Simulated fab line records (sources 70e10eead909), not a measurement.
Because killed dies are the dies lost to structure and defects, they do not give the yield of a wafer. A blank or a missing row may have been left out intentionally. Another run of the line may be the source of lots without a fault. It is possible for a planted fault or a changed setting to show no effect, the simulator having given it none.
Check for tools in common    flow nand harc    Lots sampled 3, wafers sampled 9

== REASON FOR OPENING ==
At NHARC_END_SORT_01 the reading killed at other is flagged on 3 of 3 lots. Fault-free wafers read 1.2, with a standard deviation of 1.5.
Rule: a lot is flagged when every wafer of it that has a number lies more than 4 standard deviations from that mean, or none has a number. The other lots count as sound.

lot   measured      on         killed at other, wafer by wafer  flag
L698  day 28 07:37  prober-02  580 603 615                      FLAGGED
L697  day 28 08:51  prober-01  627 639 629                      FLAGGED
L699  day 28 17:08  prober-02  642 619 643                      FLAGGED
Averaged over the flagged lots the numbers come to 621.9, +620.7 from the usual (+99 or more standard deviations).

== EACH LOT AND THE TOOL IT RAN ON ==
3 process steps preceding the reading are held in the record, out of 1302 steps in the route. In each cell: the tool, then ch and the chambers that the sampled wafers went through, then the start.
lot   flag     NHARC_A_BONDPAD_DEGAS_25      NHARC_A_BONDPAD_PRE_CLEAN_26             NHARC_THIN_TSV_ETCHBACK_48
L698  FLAGGED  pvd sputter-02, day 26 22:41  pvd sputter-02, day 27 09:50 or earlier  rie diel-04 ch 0,1,3, day 27 15:57
L697  FLAGGED  pvd sputter-01, day 27 00:59  pvd sputter-01, day 27 09:50 or earlier  rie diel-01 ch 0,1,2, day 27 14:46
L699  FLAGGED  pvd sputter-02, day 27 04:16  pvd sputter-02, day 27 19:59 or earlier  rie diel-04 ch 1,2,3, day 28 00:59
What these steps do:
- NHARC_A_BONDPAD_DEGAS_25: time 60 s.
- NHARC_A_BONDPAD_PRE_CLEAN_26: time 30 s.
- NHARC_THIN_TSV_ETCHBACK_48: etches the open film in C4F8/Ar, target depth 1028.5 nm, time 405.17 s.
- NHARC_END_SORT_01

== FLAGGED OVER TOTAL, TOOL BY TOOL (the gauges that took the reading come last) ==
step                          tool            lots run  flagged  share of the flagged lots  sound lots run after its first flagged lot
NHARC_A_BONDPAD_DEGAS_25      pvd sputter-01  1         1        some                       0
NHARC_A_BONDPAD_DEGAS_25      pvd sputter-02  2         2        some                       0
NHARC_A_BONDPAD_PRE_CLEAN_26  pvd sputter-01  1         1        some                       0
NHARC_A_BONDPAD_PRE_CLEAN_26  pvd sputter-02  2         2        some                       0
NHARC_THIN_TSV_ETCHBACK_48    rie diel-01     1         1        some                       0
NHARC_THIN_TSV_ETCHBACK_48    rie diel-04     2         2        some                       0
NHARC_END_SORT_01             prober-01       1         1        some                       0
NHARC_END_SORT_01             prober-02       2         2        some                       0
NHARC_A_BONDPAD_PRE_CLEAN_26: start missing for some lots; hours and lot order therefore follow NHARC_HYBRID_BOND_OVL_MEAS_05.

== WHAT IS ALLOWED BY THE TABLE ==
No row of the table ran every flagged lot.

== WHAT THE SIMULATOR PUT IN ==
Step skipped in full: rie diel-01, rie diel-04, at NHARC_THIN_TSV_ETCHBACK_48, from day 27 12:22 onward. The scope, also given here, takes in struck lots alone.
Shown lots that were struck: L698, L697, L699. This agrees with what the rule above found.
